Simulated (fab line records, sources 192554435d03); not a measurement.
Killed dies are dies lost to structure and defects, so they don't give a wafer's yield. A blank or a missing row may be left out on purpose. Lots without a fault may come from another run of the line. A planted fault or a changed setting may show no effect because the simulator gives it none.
fab line records | flow n5_finfet
record lots=4 wafers=12 last_day=17
route steps=1938 shown BEOL_M0_SAQP@686 BEOL_M0_CUTY@701 BEOL_M4@1111 PASSIVATION@1936
lots that met no fault: from a run of the same line without faults
start_h: hours from the record's first day to the start of the lot's first wafer shown | wait_h: hours since the lot's step before | " the same as in the row above | L1.1+2: a row that stands for several wafers | - no value, or no start given | * or withheld: withheld | < > ~ a bound
route shown NAME@n: a module of which the file shows steps, and the number in the route of the first | usual: mean/standard deviation of fault-free wafers | same: alike in all rows | chamber/n: place in a boat | sites: the reading at each site | _std_site: their standard deviation | _edge_site: outer sites' mean less inner sites' | radius_mm: how far each site lies from the wafer's centre | mask NAME#n: copy n | behind: the tool/chamber that last shaped the wafer | hold: why the lot was held/for how many hours/how that ended | device: the transistor (n, p or np) that didn't switch | end of line: the same wafers' tests at the end of the route | a step without rows: its recipe alone | killed: dies lost to structure and defects at the first sort, not the wafer's yield | map: a wafer's dies, x killed, . not, _ none there
set.NAME: the setting as run; set.NAME@STEP: as run at that earlier step | model.NAME: the simulator's own value behind a step, which no gauge read
lots at some steps of the route; a table a step, a row a wafer
services: from which hour (start_h, from the record's first day; less than 0 if before it) a tool's chamber was out of use, for how many hours, and why
## steps
# step N5_BEOL_M0_SAQP_EXPOSE_37
# recipe mask_id=M0_CUT1 na=0.33 source_shape=annular sigma_inner=0.35 sigma_outer=0.8 polarization=unpolarized target_cd_nm=30 dose_mj=44.75
# step N5_BEOL_M0_SAQP_PEB_38
# recipe peb_temp_c=100 peb_time_s=60 resist=CAR-EUV
# step N5_BEOL_M0_SAQP_DEVELOP_39
# recipe develop_time_s=30 developer=TMAH resist=CAR-EUV rinse_liquid=surfactant_rinse dry=air_spin dev_temp_c=23
# step N5_BEOL_M0_SAQP_DESCUM_45
# recipe chemistry=O2 time_s=7 source_power_w=50 bias_power_w=20 pressure_mtorr=20 rf_frequency_hz=2.712e+07 temp_c=40 resist=CAR-EUV o2_flow_sccm=225
# step N5_BEOL_M0_SAQP_ETCH_88
# recipe chemistry=N2/H2 target=underlayer target_depth_a=65 time_s=5.2 ion_energy_ev=200 mask_material=CAR-EUV pressure_mtorr=30 source_w=840 bias_w=150 n2_flow_sccm=200 h2_flow_sccm=200 ends=cleared
# step N5_BEOL_M0_SAQP_ETCH_73
# recipe chemistry=CF4 target=SiARC target_depth_a=195 mask_material=CAR-EUV time_s=32.5 ion_energy_ev=80 pressure_mtorr=40 source_w=545 bias_w=36 Ar_flow_sccm=100 cf4_flow_sccm=100 ends=cleared
# step N5_BEOL_M0_SAQP_CUT_ETCH_46
# recipe chemistry=N2/H2 target=SOC target_depth_a=1350 overetch_a=270 temp_c=40 time_s=202.5 ion_energy_ev=200 mask_material=SiARC pressure_mtorr=30 source_w=840 bias_w=150 n2_flow_sccm=200 h2_flow_sccm=200
# step N5_BEOL_M0_SAQP_STRIP_74
# recipe chemistry=N2/H2 temp_c=40 n2_flow_sccm=200 h2_flow_sccm=200 rf_frequency_hz=6e+07
# step N5_BEOL_M0_SAQP_STRIP_89
# recipe chemistry=N2/H2 temp_c=40 n2_flow_sccm=200 h2_flow_sccm=200 rf_frequency_hz=6e+07
# step N5_BEOL_M0_SAQP_ALD_48
# recipe material=SiO2 target_thk_a=200 temp_c=100 ald_precursor_family=BDEAS ald_co_reactant=O2-plasma pulse_time_s=1 co_reactant_pulse_time_s=1 purge_time_s=2 co_reactant_purge_time_s=2 ald_cycles=139 pressure_torr=2
# usual heater_power_w=81/6.2 precursor_pulse_height_rel=0.998/0.02
# same purge_time_s=2
# columns lot.wafer tool chamber start_h wait_h heater_power_w precursor_pulse_height_rel
L656.1 ald_sin-04 0 133.05 0.0 85 0.990
L656.3 " 1 " " 72 0.997
L656.6 " 2 " " 82 1.004
L669.2 ald_sin-01 0 211.06 0.0 81 0.987
L669.4 " 0 " " 83 1.007
L669.6 " 0 " " 83 0.989
L670.1 ald_sin-04 1 213.25 0.0 71 1.008
L670.2 " 3 " " 77 0.977
L670.4 " 2 " " 81 0.991
L671.1 ald_sin-04 1 219.31 0.0 70 0.999
L671.4 " 2 " " 82 0.984
L671.5 " 2 " " 81 0.994
# step N5_BEOL_M0_SAQP_ETCH_49
# recipe chemistry=CF4/O2 target_depth_a=370 target=SiO2 pressure_mtorr=40 source_w=535 bias_w=49 Ar_flow_sccm=100 cf4_flow_sccm=100 O2_flow_sccm=10 ion_energy_ev=100
# step N5_BEOL_M0_SAQP_STRIP_75
# recipe chemistry=CF4 resist=SiARC power_w=300 bias_power_w=75 pressure_mtorr=50 cf4_flow_sccm=150 rf_frequency_hz=6e+07
# step N5_BEOL_M0_CUTY_COAT_50
# recipe resist=SiARC temp_c=220 time_s=60 spin_rpm=1500 resist_thk_nm=15
# step N5_BEOL_M0_CUTY_COAT_51
# recipe resist=CAR-ArF-block spin_rpm=1500 resist_thk_nm=150
# step N5_BEOL_M0_CUTY_EBR_52
# recipe solvent=PGMEA ebr_width_mm=1.5
# step N5_BEOL_M0_CUTY_SOFTBAKE_53
# recipe temp_c=110 time_s=60 resist=CAR-ArF-block
# step N5_BEOL_M0_CUTY_EXPOSE_54
# recipe mask_id=M0_ABLK na=1.35 source_shape=conventional sigma_outer=0.8 polarization=unpolarized dose_mj=36
# step N5_BEOL_M0_CUTY_PEB_55
# recipe peb_temp_c=110 peb_time_s=60 resist=CAR-ArF-block
# step N5_BEOL_M0_CUTY_DEVELOP_56
# recipe develop_time_s=30 developer=TMAH resist=CAR-ArF-block rinse_liquid=diw dry=air_spin dev_temp_c=23
# step N5_BEOL_M0_CUTY_INSPECT_59
# recipe mode=adi inspect_instrument=macro
# usual raw_defect_count=1.9/1.4
# columns lot.wafer tool chamber start_h wait_h raw_defect_count
L656.1 defect_inspect-02 - 134.14 0.0 0
L656.3 " - " " 1
L656.6 " - " " 1
L669.2 defect_inspect-02 - 212.38 0.0 1
L669.4 " - " " 5
L669.6 " - " " 3
L670.1 defect_inspect-01 - 214.49 0.0 2
L670.2 " - " " 1
L670.4 " - " " >300
L671.1 defect_inspect-01 - 220.37 0.0 2
L671.4 " - " " >300
L671.5 " - " " >300
# step N5_BEOL_M0_CUTY_DESCUM_61
# recipe chemistry=O2 time_s=7.9 source_power_w=50 bias_power_w=20 pressure_mtorr=20 rf_frequency_hz=2.712e+07 temp_c=40 resist=CAR-ArF-block o2_flow_sccm=225
# step N5_BEOL_M4_RC_MEAS_101
# usual DIBL_N=36.0/1.8 DIBL_P=36.3/2.4 IOFF_N=0.16/0.035 IOFF_P=0.21/0.036 ION_N=673/13 ION_P=461/7.2 SS_N=71.4/0.6 SS_P=73.2/0.7 VT_N=250/4 VT_P=-250.9/2.9
# columns lot.wafer tool chamber start_h wait_h DIBL_N[mV/V] DIBL_P[mV/V] IOFF_N[nA/um] IOFF_P[nA/um] ION_N[uA/um] ION_P[uA/um] SS_N[mV/dec] SS_P[mV/dec] VT_N[mV] VT_P[mV]
L656.1 prober-02 0 194.97 0.0 34.8 34.2 0.16 0.22 692 476 71.2 72.6 246 -250.6
L656.3 " 0 " " 33.9 33.1 0.14 0.19 676 468 70.9 72.6 249 -250.0
L656.6 " 0 " " 33.1 32.1 0.13 0.19 667 463 70.6 72.4 250 -249.9
L669.2 prober-01 0 276.11 0.2 37.0 36.1 0.16 0.20 670 454 71.7 73.3 252 -253.1
L669.4 " 0 " " 33.8 33.0 0.12 0.16 660 458 70.5 72.4 256 -254.9
L669.6 " 0 " " 32.8 30.6 0.10 0.13 646 442 69.7 71.9 260 -255.0
L670.1 prober-02 0 279.89 0.0 35.5 36.0 0.16 0.19 672 459 71.2 73.3 248 -251.7
L670.2 " 0 " " 35.9 37.5 0.17 0.21 694 465 71.0 73.5 248 -251.6
L670.4 " 0 " " 33.8 34.0 0.14 0.18 668 457 70.6 73.0 250 -253.1
L671.1 prober-01 0 286.61 0.0 37.3 38.7 0.16 0.25 677 468 71.8 73.3 252 -250.9
L671.4 " 0 " " 36.5 35.5 0.14 0.19 660 448 71.7 73.0 255 -250.3
L671.5 " 0 " " 35.4 34.9 0.12 0.18 648 452 71.3 72.5 254 -251.1
# step N5_PASSIVATION_PROBE_49
# usual defect_limited_yield=91.2/1.4 killed_at_M0_to_M3=35/11 killed_at_M4_up=14/5.6 killed_at_contacts=12/5.6 killed_at_front_end=38/11 killed_at_other=4/3.4 killed_dies=103/17 killed_open=68/12 killed_short=33/8.8 sort_bin_5_function=5.1/0.89 sort_bin_6_memory=3.3/0.71 sort_n_pass=1077/17 sort_yield_pct=91.2/1.4
# same gross_dies=1180 killed_at_back_side=0 sort_bin_4_leakage[%]=0 sort_bin_8_speed[%]=0
# columns lot.wafer tool chamber start_h wait_h defect_limited_yield[%] killed_at_M0_to_M3 killed_at_M4_up killed_at_contacts killed_at_front_end killed_at_other killed_dies killed_open killed_short sort_bin_5_function[%] sort_bin_6_memory[%] sort_n_pass sort_yield_pct[%]
L670.1 prober-01 - 395.17 0.7 92.6 31 16 12 28 0 87 62 23 3.6 3.1 1093 92.6
L670.2 prober-01 - 395.22 0.8 90.0 40 21 10 46 1 118 82 36 5.2 4.7 1062 90.0
L670.4 prober-01 - 395.32 0.9 80.0 179 17 8 32 0 236 61 30 12.3 4.6 944 80.0
L671.1 prober-01 - 401.65 0.0 91.3 49 10 16 25 3 103 77 26 4.5 4.0 1077 91.3
L671.4 prober-01 - 401.80 0.2 80.0 186 16 13 21 0 236 50 41 12.2 4.2 944 80.0
L671.5 prober-01 - 401.85 0.2 81.6 174 13 7 21 2 217 45 24 11.0 3.8 963 81.6
# killed by level:class
L670.1 MOL_CONTACT_COAG:geometric_particle:open=10 BEOL_M3:geometric_particle:open=10 BEOL_M4:geometric_particle:open=8 STI_FIN_REVEAL:geometric_particle:open=6 BEOL_M0_SAQP:geometric_particle:short=5 BEOL_M0:geometric_particle:open=5 FIN_SAQP:geometric_particle:open=4 FIN_SAQP:geometric_particle:short=4
L670.2 BEOL_M3:geometric_particle:open=14 STI_FIN_REVEAL:geometric_particle:open=13 BEOL_M4:geometric_particle:open=11 BEOL_M0_SAQP:geometric_particle:short=9 MOL_CONTACT_COAG:geometric_particle:open=7 BEOL_M1:geometric_particle:open=7 FIN_SAQP:geometric_particle:short=5 STI_FIN_REVEAL:geometric_particle:short=5
L670.4 BEOL_M0_SAQP:unspecified=144 BEOL_M1:geometric_particle:open=10 BEOL_M4:geometric_particle:open=8 GATE_CUT:geometric_particle:short=7 MOL_CONTACT_COAG:geometric_particle:open=7 STI_FIN_REVEAL:geometric_particle:open=6 BEOL_M0_SAQP:geometric_particle:open=6 FIN_SAQP:geometric_particle:open=5
L671.1 MOL_CONTACT_COAG:geometric_particle:open=14 BEOL_M0_SAQP:geometric_particle:open=13 BEOL_M3:geometric_particle:open=12 FIN_SAQP:geometric_particle:open=7 BEOL_M0_SAQP:geometric_particle:short=7 BEOL_M4:geometric_particle:open=6 BEOL_M1:geometric_particle:open=5 STI_FIN_REVEAL:geometric_particle:open=4
L671.4 BEOL_M0_SAQP:unspecified=145 BEOL_M0_SAQP:geometric_particle:short=19 MOL_CONTACT_COAG:geometric_particle:open=8 GATE_CUT:geometric_particle:short=6 BEOL_M0_SAQP:geometric_particle:open=6 BEOL_M2:geometric_particle:open=6 MOL_CONTACT_COAG:geometric_particle:short=5 BEOL_M4:geometric_particle:open=5
L671.5 BEOL_M0_SAQP:unspecified=146 GATE_CUT:geometric_particle:short=8 MOL_CONTACT_COAG:geometric_particle:open=7 BEOL_M0_SAQP:geometric_particle:short=7 BEOL_M3:geometric_particle:open=7 BEOL_M4:geometric_particle:open=7 BEOL_M2:geometric_particle:open=4 BEOL_M1:geometric_particle:open=4
# map L670.4 (x killed, . not)
_________________x......x.x..________________
______________...............x.._____________
___________.....x......x.x.........__________
__________x........................._________
________......................x......._______
_______................................______
______.......x.........................._____
_____.x..xx..............................____
____........x........x....................___
___.....................x............x.....__
___................x.....................x.__
__x...........x.x.x.xx.x....x.......x.x....._
__x.........x......xx.x...xxx.......x...x..._
_...........x...xxxxxxxxx.xxx....x...x.......
_.........x....xxxxxxxxxxxxx..x.......x......
_............x.xxxxxxxxxxxx.x................
_..x..........xxxxxxxxxxxxxx.x...............
_..........xx.xxxxxxxxxxxxxx..x.....x........
_............xxxxxxxxxxxxxxx.................
_............xxxxxxxxxxxxxxx.......x.....x.x.
_............xxxxxxxxxxxxx.x...x.......x.....
__...........x..xxxxxxxxx.x............xx..x_
__............x.xxxxxxxxxxx.....x..........._
___x.....x.x..x...xxxx.x.xx...........xx...__
___.................x......x...........x..x__
____..x.....x...........xx................___
_____.........xx................x...x.x..____
______.x........x..x........x....x......_____
_______...........x....................______
________....x...................x....._______
__________......x............x......_________
___________....x...........x.......__________
______________x..x.............._____________
_________________.x.x........________________
# map L671.4 (x killed, . not)
_________________...x........________________
______________.................._____________
___________........x.....x.........__________
__________.x.x.......x.............._________
________...............x.............._______
_______.x.........................x....______
______.......x.........................._____
_____..............................x..x.x____
____.......x.........................x...x___
___..x.x...................x...............__
___...........x......xx....................__
__x.................xx..x...x..xx......x...._
__......x..x........xx.x..x..x..........x..._
_............x.xx.xxxxxx...xxx.x.x..x........
_.........xx...xxxxxxxxxxxx.x............x...
_.....x.....x..xxxxxxxxxxxx....x........x....
_........x..x.xxxxxxxxxxxxxx.................
_x.x......x..x.xxxxxxxxxxxx...x..............
_x.....x..x....xxxxxxxxxxx.xx........x.......
_....x.......xx.xxxxxxxxxxxx....x............
_.........x..xxxxxxxxxxxxxx...x..............
__..........xxxx..xxxxxxxxxx.....x...x..x..._
__........x.x...xxxxxxxxx.xx.x....x........._
___.....x.....x..x.x.xxx..x................__
___..................x.....................__
____..x..x............x...x...............___
_____.x.............x.................xxx____
______......xx...xx......x......x....x.._____
_______.....x..x............x..........______
________..........x.x................._______
__________................xx........_________
___________x..................x..x.__________
______________.................._____________
_________________........xx..________________
## services
# columns tool chamber start_h hours kind
ald_sin-01 - 178.71 0.8 pm
ald_sin-01 1 195.26 18.3 repair
## key
first_sign step=N5_BEOL_M0_CUTY_INSPECT_59 reading=raw_defect_count direction=up sigmas=99+ usual=1.9 struck=>300
effect step=N5_PASSIVATION_PROBE_49 reading=killed_at_M0_to_M3 direction=up sigmas=14 usual=35 struck=180
more_kills_born_at N5_BEOL_M0_SAQP_ALD_48@ald_sin-04=435
met_at N5_BEOL_M0_SAQP_ALD_48
struck_wafers L670.4,L671.4,L671.5
onset_between 133.05 213.25
fault kind=chamber_particle_source tool=ald_sin-04 chamber=2 onset_h=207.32 steps=N5_BEOL_M0_SAQP_ALD_48 rate_per_visit_cm2=1.3765 end_h=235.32
